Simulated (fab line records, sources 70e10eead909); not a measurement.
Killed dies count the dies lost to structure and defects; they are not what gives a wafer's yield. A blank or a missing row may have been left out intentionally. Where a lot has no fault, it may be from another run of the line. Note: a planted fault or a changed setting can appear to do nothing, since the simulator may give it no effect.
fab line records | flow nand_harc
record: lots: 7 | wafers: 21 | last_day: 23
route steps=1159 shown P_ZERO_WELL@61 P_STI@69 END@1159
lots that met no fault: taken from a fault-free run of the same line
start_h: hours from the record's first day to the start of the lot's first wafer shown | wait_h: time in hours since the lot's previous step | " same as the row above | L1.1+2: a row that stands for several wafers | - either no value or no given start | * or withheld: withheld | < > ~ a bound
route shown NAME@n: a module of which the file shows steps, and the number in the route of the first | usual: mean/standard deviation of fault-free wafers | same: alike in all rows | chamber/n: place in a boat | sites: the reading at each site | _std_site: their standard deviation | _edge_site: outer sites' mean less inner sites' | radius_mm: how far each site lies from the wafer's centre | mask NAME#n: copy n | behind: the tool/chamber that last shaped the wafer | hold: why the lot went on hold/how many hours it stayed there/how the hold came to an end | device: names the non-switching transistor (n, p or np) | end of line: tests of these same wafers at the route's end | a step with no rows: only its recipe | killed: dies that structure and defects cost at the first sort, which is not the same as the wafer's yield | map: a wafer's dies, marking killed ones x, the rest . and places with no die _
set.NAME: the run value of the setting; set.NAME@STEP: its run value at that earlier step | model.NAME: the simulator's own value behind a step, which no gauge read
lots at selected steps of the route; one table per step, one row per wafer
services: from which hour (start_h, from the record's first day; less than 0 if before it) a tool's chamber was out of use, for how many hours, and why
== steps ==
step: NHARC_P_ZERO_WELL_DESCUM_54
recipe: time_s: 3 | o2_flow_sccm: 200 | ar_flow_sccm: 0 | bias_power_w: 0 | chemistry: O2
usual: drypump_motor_current_A: 5.7/0.38 | oes_product_au: 1.005/0.0074 | rf_vpp_V: 58.2/0.84 | showerhead_plenum_p_Torr: 1.98/0.067 | throttle_valve_pct: 11.311/0.0099
lot.wafer | tool        | chamber | start_h | wait_h | drypump_motor_current_A | oes_product_au | rf_hours_counter_h | rf_vpp_V | showerhead_plenum_p_Torr | throttle_valve_pct
L675.3    | rie_diel-02 | 2       | 41.95   | -      | 5.6                     | 1.005          | 4                  | 58.8     | 1.92                     | 11.321
L675.4    | "           | 0       | "       | "      | 6.3                     | 1.004          | -                  | 58.8     | 1.94                     | 11.324
L675.6    | "           | 2       | "       | "      | 5.6                     | 1.004          | -                  | 57.9     | 1.92                     | 11.296
L679.4    | rie_diel-07 | 3       | 65.69   | -      | 5.3                     | 0.996          | 0                  | 56.4     | 1.79                     | 11.314
L679.2    | "           | 0       | "       | "      | 5.1                     | 0.997          | 0                  | 57.6     | 1.96                     | 11.308
L679.6    | "           | 2       | "       | "      | 5.8                     | 1.005          | -                  | 56.2     | 2.00                     | 11.307
L680.4    | rie_diel-04 | 1       | 71.85   | -      | 5.9                     | 1.012          | 10                 | 59.2     | 2.06                     | 11.314
L680.3    | "           | 2       | "       | "      | 5.5                     | 1.011          | 11                 | 58.2     | 1.95                     | 11.302
L680.1    | "           | 0       | "       | "      | 5.6                     | 1.015          | 8                  | 58.8     | 2.03                     | 11.309
L681.3    | rie_diel-04 | 3       | 77.81   | -      | 6.4                     | 1.001          | 11                 | 58.4     | 2.01                     | 11.306
L681.2    | "           | 0       | "       | "      | 5.6                     | 1.007          | 9                  | 58.6     | 2.03                     | 11.321
L681.6    | "           | 2       | "       | "      | 5.5                     | 1.004          | -                  | 59.4     | 1.95                     | 11.322
L686.3    | rie_diel-04 | 1       | 107.78  | -      | 6.0                     | 1.002          | 13                 | 58.5     | 2.06                     | 11.320
L686.1    | "           | 2       | "       | "      | 5.5                     | 1.009          | 14                 | 58.5     | 1.95                     | 11.322
L686.2    | "           | 3       | "       | "      | 6.4                     | 1.005          | 13                 | 58.1     | 2.01                     | 11.298
L688.2    | rie_diel-02 | 3       | 119.89  | -      | 5.4                     | 1.003          | 7                  | 57.0     | 1.99                     | 11.294
L688.4    | "           | 2       | "       | "      | 5.6                     | 1.010          | 9                  | 57.6     | 1.92                     | 11.305
L688.5    | "           | 0       | "       | "      | 6.3                     | 1.009          | -                  | 57.3     | 1.94                     | 11.318
L692.1    | rie_diel-04 | 1       | 143.91  | -      | 5.9                     | 0.993          | 1                  | 58.4     | 2.06                     | 11.314
L692.2    | "           | 2       | "       | "      | 5.5                     | 1.006          | 1                  | 58.7     | 1.95                     | 11.327
L692.4    | "           | 0       | "       | "      | 5.6                     | 1.007          | 2                  | 58.3     | 2.03                     | 11.299
step: NHARC_P_ZERO_WELL_IMPLANT_55
recipe: energy_kev: 180 | dose_cm2: 8e+11 | tilt_deg: 7
step: NHARC_P_ZERO_WELL_IMPLANT_61
recipe: energy_kev: 30 | dose_cm2: 5e+11 | tilt_deg: 7
step: NHARC_P_ZERO_WELL_STRIP_56
recipe: time_s: 840 | temp_c: 130 | chemistry: SPM
step: NHARC_P_ZERO_WELL_PRECLEAN_68
recipe: time_s: 60 | temp_c: 50 | bath_age_min: 0 | chemistry: SC1
step: NHARC_P_ZERO_WELL_SRD_69
step: NHARC_P_ZERO_WELL_RTA_42
recipe: temp_c: 1100 | time_s: 300
usual: anneal_temp_c_max: 1107.7/2.9 | lamp_power_pct: 34.2/1.8 | lamp_zone_3_pct: 34.2/1.8 | wafer_temp_C_max: 1104.6/1
lot.wafer | tool          | chamber | start_h | wait_h | anneal_temp_c_max | lamp_power_pct | lamp_zone_3_pct | wafer_temp_C_max
L675.3    | rtp_anneal-01 | 0       | 43.16   | -      | 1108.6            | 32.5           | 32.5            | 1105.8
L675.4    | "             | 0       | "       | "      | 1108.5            | 32.5           | 32.5            | 1104.7
L675.6    | "             | 0       | "       | "      | 1113.5            | 32.5           | 32.4            | 1104.5
L679.2    | rtp_anneal-02 | 0       | 66.76   | -      | 1105.4            | 36.2           | 36.3            | 1105.5
L679.4    | "             | 0       | "       | "      | 1104.4            | 36.2           | 36.3            | 1104.2
L679.6    | "             | 0       | "       | "      | 1105.6            | 36.3           | 36.3            | 1104.5
L680.1    | rtp_anneal-01 | 0       | 72.82   | -      | 1108.8            | 32.6           | 32.6            | 1104.2
L680.3    | "             | 0       | "       | "      | 1110.1            | 32.6           | 32.6            | 1103.9
L680.4    | "             | 0       | "       | "      | 1109.8            | 32.6           | 32.6            | 1105.1
L681.2    | rtp_anneal-02 | 0       | 78.89   | -      | 1104.8            | 36.2           | 36.1            | 1103.6
L681.3    | "             | 0       | "       | "      | 1104.5            | 36.2           | 36.1            | 1106.2
L681.6    | "             | 0       | "       | "      | 1103.9            | 36.3           | 36.3            | 1103.6
L686.1    | rtp_anneal-01 | 0       | 108.76  | -      | 1110.1            | 32.6           | 32.5            | 1105.7
L686.2    | "             | 0       | "       | "      | 1113.3            | 32.6           | 32.6            | 1105.3
L686.3    | "             | 0       | "       | "      | 1110.5            | 32.6           | 32.6            | 1105.8
L688.2    | rtp_anneal-01 | 0       | 120.98  | -      | 1109.3            | 32.6           | 32.6            | 1104.3
L688.4    | "             | 0       | "       | "      | 1108.0            | 32.6           | 32.6            | 1104.9
L688.5    | "             | 0       | "       | "      | 1110.2            | 32.6           | 32.5            | 1104.5
L692.1    | rtp_anneal-01 | 0       | 144.89  | -      | 1107.6            | 32.6           | 32.5            | 1105.1
L692.2    | "             | 0       | "       | "      | 1110.2            | 32.6           | 32.5            | 1105.8
L692.4    | "             | 0       | "       | "      | 1111.2            | 32.5           | 32.6            | 1103.9
step: NHARC_P_ZERO_WELL_INSPECT_43
usual: raw_defect_count: 14/6.7
lot.wafer | tool              | chamber | start_h | wait_h | raw_defect_count
L675.3    | defect_inspect-02 | -       | 43.61   | 0.3    | 8
L675.4    | "                 | -       | "       | "      | 11
L675.6    | "                 | -       | "       | "      | 15
L679.2    | defect_inspect-01 | -       | 67.33   | 0.5    | 9
L679.4    | "                 | -       | "       | "      | 10
L679.6    | "                 | -       | "       | "      | 13
L680.1    | defect_inspect-01 | -       | 73.50   | 0.6    | 12
L680.3    | "                 | -       | "       | "      | 12
L680.4    | "                 | -       | "       | "      | 17
L681.2    | defect_inspect-02 | -       | 79.45   | 0.5    | 11
L681.3    | "                 | -       | "       | "      | 21
L681.6    | "                 | -       | "       | "      | 15
L686.1    | defect_inspect-02 | -       | 109.44  | 0.6    | 18
L686.2    | "                 | -       | "       | "      | 11
L686.3    | "                 | -       | "       | "      | 30
L688.2    | defect_inspect-02 | -       | 121.56  | 0.5    | 15
L688.4    | "                 | -       | "       | "      | 32
L688.5    | "                 | -       | "       | "      | 17
L692.1    | defect_inspect-01 | -       | 145.56  | 0.6    | 12
L692.2    | "                 | -       | "       | "      | 17
L692.4    | "                 | -       | "       | "      | 12
step: NHARC_P_STI_ETCH_26
recipe: target_depth_a: 110 | chemistry: dHF | material: SiO2
step: NHARC_P_STI_PRECLEAN_27
recipe: time_s: * | temp_c: 50 | bath_age_min: 0 | chemistry: SC1
step: NHARC_P_STI_SRD_28
step: NHARC_P_STI_OXIDE_29
recipe: target_thk_a: 100 | temp_c: 900 | ox_time_s: 1362 | material: SiO2
step: NHARC_P_STI_HM_DEP_30
recipe: target_thk_a: 800 | temp_c: 790 | pressure_mtorr: 300 | time_s: 873 | material: Si3N4
usual: pressure_mtorr: 299.8/0.55 | run_length_s: 897/7 | spike_tc_bottom_C: 808.4/2.8 | spike_tc_lower_C: 789.8/1.3
lot.wafer | tool     | chamber | start_h | wait_h | pressure_mtorr | run_length_s | spike_tc_bottom_C | spike_tc_lower_C
L675.3    | lpcvd-01 | 1       | 51.41   | 3.6    | 300.2          | 910          | 806.6             | 788.0
L675.4    | "        | 1       | "       | "      | 298.7          | 910          | 806.4             | 789.6
L675.6    | "        | 1       | "       | "      | 298.7          | 910          | 803.6             | 787.4
L679.2    | lpcvd-02 | 0       | 81.76   | 3.6    | -              | -            | -                 | -
L679.4    | "        | 0       | "       | "      | -              | -            | -                 | -
L679.6    | "        | 0       | "       | "      | -              | -            | -                 | -
L680.1    | lpcvd-02 | 1       | 81.76   | 3.6    | -              | -            | -                 | -
L680.3    | "        | 1       | "       | "      | -              | -            | -                 | -
L680.4    | "        | 1       | "       | "      | -              | -            | -                 | -
L681.2    | lpcvd-02 | 0       | 90.73   | 3.6    | -              | -            | -                 | -
L681.3    | "        | 0       | "       | "      | -              | -            | -                 | -
L681.6    | "        | 0       | "       | "      | -              | -            | -                 | -
L686.1    | lpcvd-02 | 0       | 121.27  | 3.6    | 298.3          | 900          | 810.6             | 790.6
L686.2    | "        | 0       | "       | "      | 299.6          | 900          | 808.7             | 790.8
L686.3    | "        | 0       | "       | "      | 299.3          | 900          | 808.6             | 789.4
L688.2    | lpcvd-01 | 1       | 129.34  | 3.6    | 299.8          | 893          | 806.5             | 789.1
L688.4    | "        | 1       | "       | "      | 299.4          | 893          | 805.9             | 788.6
L688.5    | "        | 1       | "       | "      | 300.3          | 893          | 806.7             | 788.4
L692.1    | lpcvd-01 | 1       | 153.80  | 3.6    | 301.0          | 896          | 806.1             | 789.9
L692.2    | "        | 1       | "       | "      | 300.0          | 896          | 807.0             | 788.6
L692.4    | "        | 1       | "       | "      | 300.1          | 896          | 807.6             | 788.0
step: NHARC_P_STI_DEHYDRATE_01
recipe: temp_c: 150 | time_s: 120
step: NHARC_END_SORT_01
recipe: temp_c: 25
usual: killed_at_array: 29/8.4 | killed_at_other: 0.7/1.2 | killed_at_periphery: 3.8/2.1 | killed_dies: 33/9 | killed_open: 3.4/2 | killed_short: 2.1/1.4
same: gross_dies: 677
lot.wafer | tool      | chamber | start_h | wait_h | killed_at_array | killed_at_other | killed_at_periphery | killed_dies | killed_open | killed_short
L680.1    | prober-01 | 0       | 503.21  | 2.4    | 23              | 0               | 654                 | 677         | 2           | 0
L680.3    | prober-01 | 0       | 504.82  | 3.1    | 23              | 0               | 654                 | 677         | 1           | 2
L680.4    | prober-01 | 0       | 505.63  | 3.4    | 26              | 1               | 650                 | 677         | 5           | 2
L679.2    | prober-01 | 0       | 511.89  | 2.8    | 22              | 0               | 655                 | 677         | 3           | 2
L679.4    | prober-01 | 0       | 513.50  | 3.4    | 21              | 0               | 656                 | 677         | 4           | 1
L679.6    | prober-01 | 0       | 515.12  | 4.0    | 24              | 0               | 653                 | 677         | 2           | 4
L681.2    | prober-02 | 0       | 527.42  | 2.8    | 32              | 0               | 645                 | 677         | 5           | 3
L681.3    | prober-02 | 0       | 528.23  | 3.1    | 31              | 0               | 646                 | 677         | 0           | 4
L681.6    | prober-02 | 0       | 530.63  | 4.0    | 30              | 0               | 647                 | 677         | 2           | 3
killed by level:class
L680.1 P_STI:area_dep=648 A_CHANNEL_HOLE_D1:chamber_film_flake=14 P_ZERO_WELL:chamber_film_flake=3 P_STI:chamber_film_flake=2 A_BONDPAD:chamber_film_flake=2 A_CHANNEL_FILL_D1:chamber_film_flake=2 A_STAIRCASE:chamber_film_flake=2 A_SGD_CUT:geometric_particle:open=1
L680.3 P_STI:area_dep=648 A_CHANNEL_HOLE_D1:chamber_film_flake=14 A_CONTACT:chamber_film_flake=3 P_ZERO_WELL:chamber_film_flake=2 P_GATE:chamber_film_flake=2 A_CHANNEL_FILL_D1:chamber_film_flake=2 P_CONTACT:geometric_particle:short=1 A_ONON_D1:geometric_particle:short=1
L680.4 P_STI:area_dep=640 A_CHANNEL_HOLE_D1:chamber_film_flake=13 P_ZERO_WELL:chamber_film_flake=4 P_STI:chamber_film_flake=4 A_CONTACT:chamber_film_flake=3 A_BONDPAD:chamber_film_flake=3 A_M0:geometric_particle:open=2 P_M0:chamber_film_flake=2
L679.2 P_STI:area_dep=654 A_SLIT:chamber_film_flake=9 A_CHANNEL_HOLE_D1:chamber_film_flake=6 A_WL_FILL:geometric_particle:short=2 A_SOURCE_PLATE:geometric_particle:open=1 A_ONON_D1:geometric_particle:open=1 A_M0:geometric_particle:open=1 P_STI:chamber_film_flake=1
L679.4 P_STI:area_dep=656 A_SLIT:chamber_film_flake=14 A_M0:geometric_particle:open=2 A_CHANNEL_HOLE_D1:chamber_film_flake=2 A_ONON_D1:geometric_particle:short=1 A_CONTACT:geometric_particle:open=1 A_BLC:geometric_particle:open=1
L679.6 P_STI:area_dep=650 A_SLIT:chamber_film_flake=12 A_CHANNEL_HOLE_D1:chamber_film_flake=7 A_WL_FILL:geometric_particle:short=3 P_CONTACT:geometric_particle:open=2 A_STAIRCASE:chamber_film_flake=2 P_STI:geometric_particle:short=1
L681.2 P_STI:area_dep=642 A_CHANNEL_HOLE_D1:chamber_film_flake=13 A_M0:chamber_film_flake=5 A_WL_FILL:geometric_particle:open=3 A_CONTACT:chamber_film_flake=3 P_STI:chamber_film_flake=2 A_CHANNEL_FILL_D1:chamber_film_flake=2 A_STAIRCASE:chamber_film_flake=2
L681.3 P_STI:area_dep=644 A_CHANNEL_HOLE_D1:chamber_film_flake=21 A_STAIRCASE:chamber_film_flake=3 A_SGD_CUT:geometric_particle:short=1 A_WL_FILL:geometric_particle:short=1 A_CONTACT:geometric_particle:short=1 A_BLC:geometric_particle:short=1 P_ZERO_WELL:chamber_film_flake=1
L681.6 P_STI:area_dep=645 A_CHANNEL_HOLE_D1:chamber_film_flake=19 A_WL_FILL:geometric_particle:short=3 P_CONTACT:chamber_film_flake=2 A_CHANNEL_FILL_D1:chamber_film_flake=2 A_WL_FILL:chamber_film_flake=2 A_ONON_D1:geometric_particle:open=1 A_CHANNEL_FILL_D1:geometric_particle:open=1
map L679.2 (x killed, . not)
____________x____________
_________xxxxxxx_________
_______xxxxxxxxxxx_______
______xxxxxxxxxxxxx______
_____xxxxxxxxxxxxxxx_____
____xxxxxxxxxxxxxxxxx____
____xxxxxxxxxxxxxxxxx____
___xxxxxxxxxxxxxxxxxxx___
___xxxxxxxxxxxxxxxxxxx___
__xxxxxxxxxxxxxxxxxxxxx__
__xxxxxxxxxxxxxxxxxxxxx__
_xxxxxxxxxxxxxxxxxxxxxxx_
_xxxxxxxxxxxxxxxxxxxxxxx_
_xxxxxxxxxxxxxxxxxxxxxxx_
_xxxxxxxxxxxxxxxxxxxxxxx_
_xxxxxxxxxxxxxxxxxxxxxxx_
xxxxxxxxxxxxxxxxxxxxxxxxx
xxxxxxxxxxxxxxxxxxxxxxxxx
xxxxxxxxxxxxxxxxxxxxxxxxx
xxxxxxxxxxxxxxxxxxxxxxxxx
xxxxxxxxxxxxxxxxxxxxxxxxx
_xxxxxxxxxxxxxxxxxxxxxxx_
_xxxxxxxxxxxxxxxxxxxxxxx_
_xxxxxxxxxxxxxxxxxxxxxxx_
_xxxxxxxxxxxxxxxxxxxxxxx_
_xxxxxxxxxxxxxxxxxxxxxxx_
__xxxxxxxxxxxxxxxxxxxxx__
__xxxxxxxxxxxxxxxxxxxxx__
___xxxxxxxxxxxxxxxxxxx___
___xxxxxxxxxxxxxxxxxxx___
____xxxxxxxxxxxxxxxxx____
____xxxxxxxxxxxxxxxxx____
_____xxxxxxxxxxxxxxx_____
______xxxxxxxxxxxxx______
_______xxxxxxxxxxx_______
_________xxxxxxx_________
____________x____________
map L680.1 (x killed, . not)
____________x____________
_________xxxxxxx_________
_______xxxxxxxxxxx_______
______xxxxxxxxxxxxx______
_____xxxxxxxxxxxxxxx_____
____xxxxxxxxxxxxxxxxx____
____xxxxxxxxxxxxxxxxx____
___xxxxxxxxxxxxxxxxxxx___
___xxxxxxxxxxxxxxxxxxx___
__xxxxxxxxxxxxxxxxxxxxx__
__xxxxxxxxxxxxxxxxxxxxx__
_xxxxxxxxxxxxxxxxxxxxxxx_
_xxxxxxxxxxxxxxxxxxxxxxx_
_xxxxxxxxxxxxxxxxxxxxxxx_
_xxxxxxxxxxxxxxxxxxxxxxx_
_xxxxxxxxxxxxxxxxxxxxxxx_
xxxxxxxxxxxxxxxxxxxxxxxxx
xxxxxxxxxxxxxxxxxxxxxxxxx
xxxxxxxxxxxxxxxxxxxxxxxxx
xxxxxxxxxxxxxxxxxxxxxxxxx
xxxxxxxxxxxxxxxxxxxxxxxxx
_xxxxxxxxxxxxxxxxxxxxxxx_
_xxxxxxxxxxxxxxxxxxxxxxx_
_xxxxxxxxxxxxxxxxxxxxxxx_
_xxxxxxxxxxxxxxxxxxxxxxx_
_xxxxxxxxxxxxxxxxxxxxxxx_
__xxxxxxxxxxxxxxxxxxxxx__
__xxxxxxxxxxxxxxxxxxxxx__
___xxxxxxxxxxxxxxxxxxx___
___xxxxxxxxxxxxxxxxxxx___
____xxxxxxxxxxxxxxxxx____
____xxxxxxxxxxxxxxxxx____
_____xxxxxxxxxxxxxxx_____
______xxxxxxxxxxxxx______
_______xxxxxxxxxxx_______
_________xxxxxxx_________
____________x____________
== services ==
tool        | chamber | start_h | hours | kind
rie_diel-07 | 0       | 31.15   | 6.9   | repair
rie_diel-02 | 1       | 35.48   | 9.8   | repair
rie_diel-04 | 0       | 41.98   | -     | clean
rie_diel-04 | 1       | 41.98   | -     | clean
rie_diel-04 | 2       | 41.98   | -     | clean
rie_diel-04 | 3       | 41.98   | -     | clean
rie_diel-04 | 0       | 45.29   | 1.6   | repair
rie_diel-07 | -       | 45.59   | 0.4   | repair
rie_diel-02 | 3       | 49.10   | 18.8  | repair
rie_diel-07 | -       | 51.20   | 9.0   | pm
rie_diel-04 | 0       | 66.48   | -     | clean
rie_diel-04 | 1       | 66.48   | -     | clean
rie_diel-04 | 2       | 66.48   | -     | clean
rie_diel-04 | 3       | 66.48   | -     | clean
rie_diel-07 | 3       | 90.14   | 4.6   | repair
rie_diel-04 | 0       | 90.98   | -     | clean
rie_diel-04 | 1       | 90.98   | -     | clean
rie_diel-04 | 2       | 90.98   | -     | clean
rie_diel-04 | 3       | 90.98   | -     | clean
rie_diel-07 | 1       | 94.74   | 4.8   | repair
rie_diel-04 | -       | 111.98  | 9.0   | pm
rie_diel-02 | 0       | 150.86  | 5.7   | repair
rie_diel-02 | -       | 150.93  | 9.0   | pm
rie_diel-04 | -       | 152.04  | 2.6   | repair
== key ==
first_sign: step: NHARC_P_STI_HM_DEP_30 | reading: tool_record | direction: missing
effect: step: NHARC_END_SORT_01 | reading: killed_at_periphery | direction: up | sigmas: 99+ | usual: 3.8 | struck: 651.1
more_kills_born_at: NHARC_P_STI_HM_DEP_30@lpcvd-02: 5827
met_at NHARC_P_STI_HM_DEP_30
struck_wafers L679.2,L679.4,L679.6,L680.1,L680.3,L680.4,L681.2,L681.3,L681.6
later_rows_left_out L679.2,L679.4,L679.6,L680.1,L680.3,L680.4,L681.2,L681.3,L681.6
tester_left_out L679,L680,L681
fault: kind: skipped_step_whole | tool: lpcvd-02 | chamber: - | onset_h: 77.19 | steps: NHARC_P_STI_HM_DEP_30 | scope: struck_lots_only
tester_left_out: of these lots the tester's yield and bins aren't shown, on N5 and GAA mostly nor the transistor test; their killed dies are dies lost to structure and defects alone, not to doping, threshold or leakage, so they don't give the yield
later_rows_left_out: the simulator's readings of these wafers behind a module that went badly wrong aren't trusted and aren't shown, but for the sort
